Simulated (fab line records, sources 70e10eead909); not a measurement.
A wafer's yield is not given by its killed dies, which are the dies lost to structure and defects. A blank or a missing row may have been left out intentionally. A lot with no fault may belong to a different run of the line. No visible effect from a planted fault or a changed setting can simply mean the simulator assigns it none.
The tool behind it: which one? || flow nand-harc || 12 lots, 36 wafers sampled, at 5 steps of a route of 1159

WHAT THE GAUGES SHOWED, per wafer
NHARC_END_SORT_01. Usual: killed-at-array 25, standard deviation 9.7; killed-at-other 0.7, standard deviation 0.87; killed-at-periphery 3.3, standard deviation 2.3; killed-dies 29, standard deviation 11; killed-open 3.6, standard deviation 2.1; killed-short 2.3, standard deviation 1.7.
{"lot": "L109", "measured": "day 19 21:23", "on": "prober-02", "killed-at-array": "22 23 12", "killed-at-other": "0 1 0", "killed-at-periphery": "4 4 4", "killed-dies": "26 28 16", "killed-open": "1 3 1", "killed-short": "1 3 2", "flag": ""}
{"lot": "L113", "measured": "day 20 05:38", "on": "prober-01", "killed-at-array": "27 13 17", "killed-at-other": "0 0 0", "killed-at-periphery": "1 3 0", "killed-dies": "28 16 17", "killed-open": "8 3 1", "killed-short": "4 0 2", "flag": ""}
{"lot": "L114", "measured": "day 20 14:20", "on": "prober-02", "killed-at-array": "30 30 25", "killed-at-other": "0 0 0", "killed-at-periphery": "2 2 3", "killed-dies": "32 32 28", "killed-open": "4 2 8", "killed-short": "8 2 0", "flag": ""}
{"lot": "L111", "measured": "day 20 15:05", "on": "prober-01", "killed-at-array": "36 32 21", "killed-at-other": "0 0 1", "killed-at-periphery": "4 5 1", "killed-dies": "40 37 23", "killed-open": "8 6 2", "killed-short": "2 1 1", "flag": ""}
{"lot": "L116", "measured": "day 21 00:51", "on": "prober-01", "killed-at-array": "20 31 18", "killed-at-other": "2 1 1", "killed-at-periphery": "1 2 4", "killed-dies": "23 34 23", "killed-open": "4 6 5", "killed-short": "1 2 2", "flag": ""}
{"lot": "L115", "measured": "day 21 14:43", "on": "prober-01", "killed-at-array": "28 22 21", "killed-at-other": "0 0 0", "killed-at-periphery": "7 7 5", "killed-dies": "35 29 26", "killed-open": "1 4 3", "killed-short": "5 1 5", "flag": ""}
{"lot": "L123", "measured": "day 22 21:16", "on": "prober-01", "killed-at-array": "22 23 30", "killed-at-other": "1 2 0", "killed-at-periphery": "1 1 1", "killed-dies": "24 26 31", "killed-open": "1 6 3", "killed-short": "1 4 2", "flag": ""}
{"lot": "L125", "measured": "day 24 01:00", "on": "prober-01", "killed-at-array": "23 26 24", "killed-at-other": "1 0 0", "killed-at-periphery": "5 4 4", "killed-dies": "29 30 28", "killed-open": "2 4 6", "killed-short": "4 1 2", "flag": ""}
{"lot": "L124", "measured": "day 23 22:35", "on": "prober-02", "killed-at-array": "39 44 35", "killed-at-other": "1 0 0", "killed-at-periphery": "1 4 3", "killed-dies": "41 48 38", "killed-open": "2 6 2", "killed-short": "1 2 4", "flag": ""}
{"lot": "L127", "measured": "day 24 11:04", "on": "prober-02", "killed-at-array": "43 45 50", "killed-at-other": "0 3 2", "killed-at-periphery": "7 1 2", "killed-dies": "50 49 54", "killed-open": "6 3 4", "killed-short": "4 2 4", "flag": ""}
{"lot": "L129", "measured": "day 25 06:34", "on": "prober-01", "killed-at-array": "17 27 13", "killed-at-other": "2 0 0", "killed-at-periphery": "3 2 3", "killed-dies": "22 29 16", "killed-open": "5 3 0", "killed-short": "4 2 5", "flag": ""}
{"lot": "L128", "measured": "day 25 07:23", "on": "prober-02", "killed-at-array": "39 41 44", "killed-at-other": "0 1 1", "killed-at-periphery": "0 0 3", "killed-dies": "39 42 48", "killed-open": "4 3 6", "killed-short": "1 3 0", "flag": ""}

WHAT TOOL EACH LOT RAN ON (gives the tool, then ch and the chambers of the sampled wafers, and finally the start)
{"lot": "L109", "NHARC_A_CONTACT_ETCH_134": "har-cap-etch-03 ch 0,1, day 17 06:32", "NHARC_A_CONTACT_STRIP_26": "rie-diel-10 ch 0,1,2, day 17 18:00 or earlier", "NHARC_A_BLC_SOFTBAKE_05": "litho-track-06 ch 0, day 17 18:00", "NHARC_A_BLC_DESCUM_15": "rie-diel-05 ch 0,3, day 17 18:52"}
{"lot": "L113", "NHARC_A_CONTACT_ETCH_134": "har-cap-etch-03 ch 0,1, day 18 01:23", "NHARC_A_CONTACT_STRIP_26": "rie-diel-10 ch 0,3, day 18 10:00 or earlier", "NHARC_A_BLC_SOFTBAKE_05": "litho-track-01 ch 0, day 18 10:00", "NHARC_A_BLC_DESCUM_15": "rie-diel-12 ch 0,1, day 18 10:48"}
{"lot": "L114", "NHARC_A_CONTACT_ETCH_134": "har-cap-etch-03 ch 0,1, day 18 07:49", "NHARC_A_CONTACT_STRIP_26": "rie-diel-02 ch 0,1,2, day 18 15:00 or earlier", "NHARC_A_BLC_SOFTBAKE_05": "litho-track-04 ch 0, day 18 15:00", "NHARC_A_BLC_DESCUM_15": "rie-diel-05 ch 0,1,3, day 18 15:35"}
{"lot": "L111", "NHARC_A_CONTACT_ETCH_134": "har-cap-etch-01 ch 0,1, day 18 14:49", "NHARC_A_CONTACT_STRIP_26": "rie-diel-09 ch 1,2, day 18 18:00 or earlier", "NHARC_A_BLC_SOFTBAKE_05": "litho-track-01 ch 0, day 18 18:00", "NHARC_A_BLC_DESCUM_15": "rie-diel-05 ch 0,1,2, day 18 19:17"}
{"lot": "L116", "NHARC_A_CONTACT_ETCH_134": "har-cap-etch-03 ch 0,1, day 18 17:54", "NHARC_A_CONTACT_STRIP_26": "rie-diel-02 ch 1,2, day 18 23:00 or earlier", "NHARC_A_BLC_SOFTBAKE_05": "litho-track-01 ch 0, day 18 23:00", "NHARC_A_BLC_DESCUM_15": "rie-diel-05 ch 0,2, day 19 00:23"}
{"lot": "L115", "NHARC_A_CONTACT_ETCH_134": "har-cap-etch-03 ch 0,1, day 19 10:01", "NHARC_A_CONTACT_STRIP_26": "rie-diel-10 ch 1,2, day 19 13:00 or earlier", "NHARC_A_BLC_SOFTBAKE_05": "litho-track-06 ch 0, day 19 13:00", "NHARC_A_BLC_DESCUM_15": "rie-diel-03 ch 0,2,3, day 19 14:31"}
{"lot": "L123", "NHARC_A_CONTACT_ETCH_134": "har-cap-etch-02 ch 0,1, day 20 16:02", "NHARC_A_CONTACT_STRIP_26": "rie-diel-09 ch 1,2,3, day 20 19:00 or earlier", "NHARC_A_BLC_SOFTBAKE_05": "litho-track-06 ch 0, day 20 19:00", "NHARC_A_BLC_DESCUM_15": "rie-diel-05 ch 1,2,3, day 20 20:28"}
{"lot": "L125", "NHARC_A_CONTACT_ETCH_134": "har-cap-etch-03 ch 0,1, day 21 13:39", "NHARC_A_CONTACT_STRIP_26": "rie-diel-10 ch 0,1, day 21 22:00 or earlier", "NHARC_A_BLC_SOFTBAKE_05": "litho-track-01 ch 0, day 21 22:00", "NHARC_A_BLC_DESCUM_15": "rie-diel-12 ch 2,3, day 21 23:27"}
{"lot": "L124", "NHARC_A_CONTACT_ETCH_134": "har-cap-etch-02 ch 0,1, day 21 14:44", "NHARC_A_CONTACT_STRIP_26": "rie-diel-10 ch 0,3, day 21 23:00 or earlier", "NHARC_A_BLC_SOFTBAKE_05": "litho-track-01 ch 0, day 21 23:00", "NHARC_A_BLC_DESCUM_15": "rie-diel-03 ch 0,3, day 21 23:38"}
{"lot": "L127", "NHARC_A_CONTACT_ETCH_134": "har-cap-etch-03 ch 0,1, day 22 03:16", "NHARC_A_CONTACT_STRIP_26": "rie-diel-09 ch 0,2,3, day 22 11:00 or earlier", "NHARC_A_BLC_SOFTBAKE_05": "litho-track-01 ch 0, day 22 11:00", "NHARC_A_BLC_DESCUM_15": "rie-diel-12 ch 0,1,2, day 22 11:35"}
{"lot": "L129", "NHARC_A_CONTACT_ETCH_134": "har-cap-etch-01 ch 0,1, day 22 13:09", "NHARC_A_CONTACT_STRIP_26": "rie-diel-02 ch 0,1,2, day 22 19:00 or earlier", "NHARC_A_BLC_SOFTBAKE_05": "litho-track-06 ch 0, day 22 19:00", "NHARC_A_BLC_DESCUM_15": "rie-diel-12 ch 2,3, day 22 20:01"}
{"lot": "L128", "NHARC_A_CONTACT_ETCH_134": "har-cap-etch-03 ch 0, day 22 13:23", "NHARC_A_CONTACT_STRIP_26": "rie-diel-02 ch 0,2,3, day 22 23:00 or earlier", "NHARC_A_BLC_SOFTBAKE_05": "litho-track-04 ch 0, day 22 23:00", "NHARC_A_BLC_DESCUM_15": "rie-diel-05 ch 1,2, day 22 23:48"}
- NHARC_A_CONTACT_ETCH_134: etches the open film in C4F8/O2/Ar, time 140 s, target depth 700 nm.
- NHARC_A_CONTACT_STRIP_26: strips in O2.
- NHARC_A_BLC_SOFTBAKE_05: time 55 s.
- NHARC_A_BLC_DESCUM_15: chemistry O2, time 3 s.

AS READ BY THE TOOLS THEMSELVES (means over the sampled wafers that have a number; for cases with no such wafer, the mark the record gives instead)
NHARC_A_CONTACT_ETCH_134. Usual: chamber-pressure-mTorr 20.001 mTorr, standard deviation 0.018.
{"lot": "L109", "tool": "har-cap-etch-03", "chamber-pressure-mTorr (mTorr)": 19.998, "flag": ""}
{"lot": "L113", "tool": "har-cap-etch-03", "chamber-pressure-mTorr (mTorr)": 19.981, "flag": ""}
{"lot": "L114", "tool": "har-cap-etch-03", "chamber-pressure-mTorr (mTorr)": 19.997, "flag": ""}
{"lot": "L111", "tool": "har-cap-etch-01", "chamber-pressure-mTorr (mTorr)": 19.992, "flag": ""}
{"lot": "L116", "tool": "har-cap-etch-03", "chamber-pressure-mTorr (mTorr)": 20.019, "flag": ""}
{"lot": "L115", "tool": "har-cap-etch-03", "chamber-pressure-mTorr (mTorr)": 19.998, "flag": ""}
{"lot": "L123", "tool": "har-cap-etch-02", "chamber-pressure-mTorr (mTorr)": 19.999, "flag": ""}
{"lot": "L125", "tool": "har-cap-etch-03", "chamber-pressure-mTorr (mTorr)": 20.005, "flag": ""}
{"lot": "L124", "tool": "har-cap-etch-02", "chamber-pressure-mTorr (mTorr)": 19.995, "flag": ""}
{"lot": "L127", "tool": "har-cap-etch-03", "chamber-pressure-mTorr (mTorr)": 20.013, "flag": ""}
{"lot": "L129", "tool": "har-cap-etch-01", "chamber-pressure-mTorr (mTorr)": 20.012, "flag": ""}
{"lot": "L128", "tool": "har-cap-etch-03", "chamber-pressure-mTorr (mTorr)": 20.006, "flag": ""}

NHARC_A_CONTACT_STRIP_26. Usual: chamber-pressure-mTorr 60.00 mTorr, standard deviation 0.053; drypump-motor-current-A 5.8 A, standard deviation 0.39; oes-product-au 0.997 a.u., standard deviation 0.011; rf-vpp-V 57.9 V, standard deviation 0.9; showerhead-plenum-p-Torr 3.55 Torr, standard deviation 0.16; throttle-valve-pct 17.038 %, standard deviation 0.0089.
{"lot": "L109", "tool": "rie-diel-10", "chamber-pressure-mTorr (mTorr)": 59.98, "drypump-motor-current-A (A)": 6.1, "oes-product-au (a.u.)": 0.999, "rf-vpp-V (V)": 58.0, "showerhead-plenum-p-Torr (Torr)": 3.58, "throttle-valve-pct (%)": 17.038, "flag": ""}
{"lot": "L113", "tool": "rie-diel-10", "chamber-pressure-mTorr (mTorr)": 60.03, "drypump-motor-current-A (A)": 5.6, "oes-product-au (a.u.)": 0.997, "rf-vpp-V (V)": 57.9, "showerhead-plenum-p-Torr (Torr)": 3.61, "throttle-valve-pct (%)": 17.040, "flag": ""}
{"lot": "L114", "tool": "rie-diel-02", "chamber-pressure-mTorr (mTorr)": 59.99, "drypump-motor-current-A (A)": 5.8, "oes-product-au (a.u.)": 0.986, "rf-vpp-V (V)": 59.6, "showerhead-plenum-p-Torr (Torr)": 3.60, "throttle-valve-pct (%)": 17.036, "flag": ""}
{"lot": "L111", "tool": "rie-diel-09", "chamber-pressure-mTorr (mTorr)": 60.01, "drypump-motor-current-A (A)": 5.5, "oes-product-au (a.u.)": 1.001, "rf-vpp-V (V)": 58.5, "showerhead-plenum-p-Torr (Torr)": 3.58, "throttle-valve-pct (%)": 17.037, "flag": ""}
{"lot": "L116", "tool": "rie-diel-02", "chamber-pressure-mTorr (mTorr)": 59.99, "drypump-motor-current-A (A)": 5.8, "oes-product-au (a.u.)": 0.985, "rf-vpp-V (V)": 58.2, "showerhead-plenum-p-Torr (Torr)": 3.67, "throttle-valve-pct (%)": 17.047, "flag": ""}
{"lot": "L115", "tool": "rie-diel-10", "chamber-pressure-mTorr (mTorr)": 60.07, "drypump-motor-current-A (A)": 6.4, "oes-product-au (a.u.)": 1.000, "rf-vpp-V (V)": 57.1, "showerhead-plenum-p-Torr (Torr)": 3.57, "throttle-valve-pct (%)": 17.035, "flag": ""}
{"lot": "L123", "tool": "rie-diel-09", "chamber-pressure-mTorr (mTorr)": 60.08, "drypump-motor-current-A (A)": 5.7, "oes-product-au (a.u.)": 1.006, "rf-vpp-V (V)": 57.5, "showerhead-plenum-p-Torr (Torr)": 3.64, "throttle-valve-pct (%)": 17.048, "flag": ""}
{"lot": "L125", "tool": "rie-diel-10", "chamber-pressure-mTorr (mTorr)": 59.97, "drypump-motor-current-A (A)": 5.7, "oes-product-au (a.u.)": 1.004, "rf-vpp-V (V)": 57.2, "showerhead-plenum-p-Torr (Torr)": 3.44, "throttle-valve-pct (%)": 17.035, "flag": ""}
{"lot": "L124", "tool": "rie-diel-10", "chamber-pressure-mTorr (mTorr)": 60.04, "drypump-motor-current-A (A)": 5.6, "oes-product-au (a.u.)": 1.011, "rf-vpp-V (V)": 58.5, "showerhead-plenum-p-Torr (Torr)": 3.67, "throttle-valve-pct (%)": 17.041, "flag": ""}
{"lot": "L127", "tool": "rie-diel-09", "chamber-pressure-mTorr (mTorr)": 60.03, "drypump-motor-current-A (A)": 5.8, "oes-product-au (a.u.)": 1.010, "rf-vpp-V (V)": 57.5, "showerhead-plenum-p-Torr (Torr)": 3.52, "throttle-valve-pct (%)": 17.032, "flag": ""}
{"lot": "L129", "tool": "rie-diel-02", "chamber-pressure-mTorr (mTorr)": 59.97, "drypump-motor-current-A (A)": 5.8, "oes-product-au (a.u.)": 1.001, "rf-vpp-V (V)": 58.3, "showerhead-plenum-p-Torr (Torr)": 3.58, "throttle-valve-pct (%)": 17.046, "flag": ""}
{"lot": "L128", "tool": "rie-diel-02", "chamber-pressure-mTorr (mTorr)": 60.01, "drypump-motor-current-A (A)": 5.8, "oes-product-au (a.u.)": 0.998, "rf-vpp-V (V)": 57.4, "showerhead-plenum-p-Torr (Torr)": 3.51, "throttle-valve-pct (%)": 17.044, "flag": ""}

NHARC_A_BLC_SOFTBAKE_05. Usual: heater-power-total-W 188.44 W, standard deviation 0.12.
{"lot": "L109", "tool": "litho-track-06", "heater-power-total-W (W)": 188.57, "flag": ""}
{"lot": "L113", "tool": "litho-track-01", "heater-power-total-W (W)": 188.53, "flag": ""}
{"lot": "L114", "tool": "litho-track-04", "heater-power-total-W (W)": 188.37, "flag": ""}
{"lot": "L111", "tool": "litho-track-01", "heater-power-total-W (W)": 188.43, "flag": ""}
{"lot": "L116", "tool": "litho-track-01", "heater-power-total-W (W)": 188.51, "flag": ""}
{"lot": "L115", "tool": "litho-track-06", "heater-power-total-W (W)": 188.34, "flag": ""}
{"lot": "L123", "tool": "litho-track-06", "heater-power-total-W (W)": 188.44, "flag": ""}
{"lot": "L125", "tool": "litho-track-01", "heater-power-total-W (W)": 185.40, "flag": "OFF"}
{"lot": "L124", "tool": "litho-track-01", "heater-power-total-W (W)": 185.56, "flag": "OFF"}
{"lot": "L127", "tool": "litho-track-01", "heater-power-total-W (W)": 185.31, "flag": "OFF"}
{"lot": "L129", "tool": "litho-track-06", "heater-power-total-W (W)": 188.37, "flag": ""}
{"lot": "L128", "tool": "litho-track-04", "heater-power-total-W (W)": 188.35, "flag": ""}

NHARC_A_BLC_DESCUM_15. Usual: chamber-pressure-mTorr 60.00 mTorr, standard deviation 0.053; drypump-motor-current-A 5.6 A, standard deviation 0.51; oes-product-au 1.001 a.u., standard deviation 0.0093; rf-vpp-V 57.9 V, standard deviation 0.99; showerhead-plenum-p-Torr 1.92 Torr, standard deviation 0.095; throttle-valve-pct 11.309 %, standard deviation 0.0096.
{"lot": "L109", "tool": "rie-diel-05", "chamber-pressure-mTorr (mTorr)": 60.01, "drypump-motor-current-A (A)": 5.4, "oes-product-au (a.u.)": 1.002, "rf-vpp-V (V)": 57.5, "showerhead-plenum-p-Torr (Torr)": 1.92, "throttle-valve-pct (%)": 11.305, "flag": ""}
{"lot": "L113", "tool": "rie-diel-12", "chamber-pressure-mTorr (mTorr)": 60.03, "drypump-motor-current-A (A)": 5.2, "oes-product-au (a.u.)": 0.993, "rf-vpp-V (V)": 57.8, "showerhead-plenum-p-Torr (Torr)": 1.79, "throttle-valve-pct (%)": 11.305, "flag": ""}
{"lot": "L114", "tool": "rie-diel-05", "chamber-pressure-mTorr (mTorr)": 60.00, "drypump-motor-current-A (A)": 5.7, "oes-product-au (a.u.)": 1.004, "rf-vpp-V (V)": 57.8, "showerhead-plenum-p-Torr (Torr)": 1.93, "throttle-valve-pct (%)": 11.307, "flag": ""}
{"lot": "L111", "tool": "rie-diel-05", "chamber-pressure-mTorr (mTorr)": 60.02, "drypump-motor-current-A (A)": 5.7, "oes-product-au (a.u.)": 0.989, "rf-vpp-V (V)": 57.3, "showerhead-plenum-p-Torr (Torr)": 1.95, "throttle-valve-pct (%)": 11.313, "flag": ""}
{"lot": "L116", "tool": "rie-diel-05", "chamber-pressure-mTorr (mTorr)": 60.02, "drypump-motor-current-A (A)": 5.2, "oes-product-au (a.u.)": 1.001, "rf-vpp-V (V)": 57.6, "showerhead-plenum-p-Torr (Torr)": 2.00, "throttle-valve-pct (%)": 11.305, "flag": ""}
{"lot": "L115", "tool": "rie-diel-03", "chamber-pressure-mTorr (mTorr)": 60.02, "drypump-motor-current-A (A)": 5.6, "oes-product-au (a.u.)": 1.001, "rf-vpp-V (V)": 57.9, "showerhead-plenum-p-Torr (Torr)": 1.88, "throttle-valve-pct (%)": 11.307, "flag": ""}
{"lot": "L123", "tool": "rie-diel-05", "chamber-pressure-mTorr (mTorr)": 60.00, "drypump-motor-current-A (A)": 6.0, "oes-product-au (a.u.)": 1.010, "rf-vpp-V (V)": 58.1, "showerhead-plenum-p-Torr (Torr)": 1.90, "throttle-valve-pct (%)": 11.304, "flag": ""}
{"lot": "L125", "tool": "rie-diel-12", "chamber-pressure-mTorr (mTorr)": 59.94, "drypump-motor-current-A (A)": 5.6, "oes-product-au (a.u.)": 0.997, "rf-vpp-V (V)": 57.8, "showerhead-plenum-p-Torr (Torr)": 1.96, "throttle-valve-pct (%)": 11.314, "flag": ""}
{"lot": "L124", "tool": "rie-diel-03", "chamber-pressure-mTorr (mTorr)": 59.99, "drypump-motor-current-A (A)": 5.9, "oes-product-au (a.u.)": 1.006, "rf-vpp-V (V)": 57.8, "showerhead-plenum-p-Torr (Torr)": 1.79, "throttle-valve-pct (%)": 11.323, "flag": ""}
{"lot": "L127", "tool": "rie-diel-12", "chamber-pressure-mTorr (mTorr)": 59.98, "drypump-motor-current-A (A)": 5.2, "oes-product-au (a.u.)": 0.996, "rf-vpp-V (V)": 57.2, "showerhead-plenum-p-Torr (Torr)": 1.87, "throttle-valve-pct (%)": 11.305, "flag": ""}
{"lot": "L129", "tool": "rie-diel-12", "chamber-pressure-mTorr (mTorr)": 59.98, "drypump-motor-current-A (A)": 5.5, "oes-product-au (a.u.)": 1.000, "rf-vpp-V (V)": 57.9, "showerhead-plenum-p-Torr (Torr)": 2.00, "throttle-valve-pct (%)": 11.314, "flag": ""}
{"lot": "L128", "tool": "rie-diel-05", "chamber-pressure-mTorr (mTorr)": 60.00, "drypump-motor-current-A (A)": 6.3, "oes-product-au (a.u.)": 0.995, "rf-vpp-V (V)": 57.4, "showerhead-plenum-p-Torr (Torr)": 1.91, "throttle-valve-pct (%)": 11.315, "flag": ""}

THE ANSWER, worked out from the rows above alone
Rule: a lot is off if the mean of its wafers that have a number lies more than 3 standard deviations from the usual mean. A lot without any number at a reading at which 4 lots or more have one is off too. The other lots that the step has rows for count as sound. First the gauges in route order, then the tools' own readings, where a lot's mean is used as printed above. At the first step where some lot is off, the reading lying furthest off is the one used; lots without a number count as furthest.
Off: L125, L124, L127 (NHARC_A_BLC_SOFTBAKE_05, heater-power-total-W).
A tool fits if, at that step or a process step before it, it ran every lot that is off, and no sound lot after the first of them. With no start given for some of its lots, NHARC_A_CONTACT_STRIP_26 uses the hours and lot order of NHARC_A_BLC_SOFTBAKE_05. One fits: litho-track-01 at NHARC_A_BLC_SOFTBAKE_05. A fault onset in the window from L116 (day 18 23:00, its last sound lot) to L125 (day 21 22:00, its first lot off) fits.
The tool's own readings at NHARC_A_BLC_SOFTBAKE_05 bear it out: on the lots that are off they differ by more than 5 times the standard deviation of the sound lots' means. heater-power-total-W reads 185.42 W there against 188.43 W on the sound lots.

WHAT THE SIMULATOR HAD PUT IN
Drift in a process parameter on litho-track-01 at NHARC_A_BLC_SOFTBAKE_05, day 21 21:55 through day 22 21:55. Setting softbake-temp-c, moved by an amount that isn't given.
Struck lots among those shown: L124, L125, L127. The same result came from the rule above.
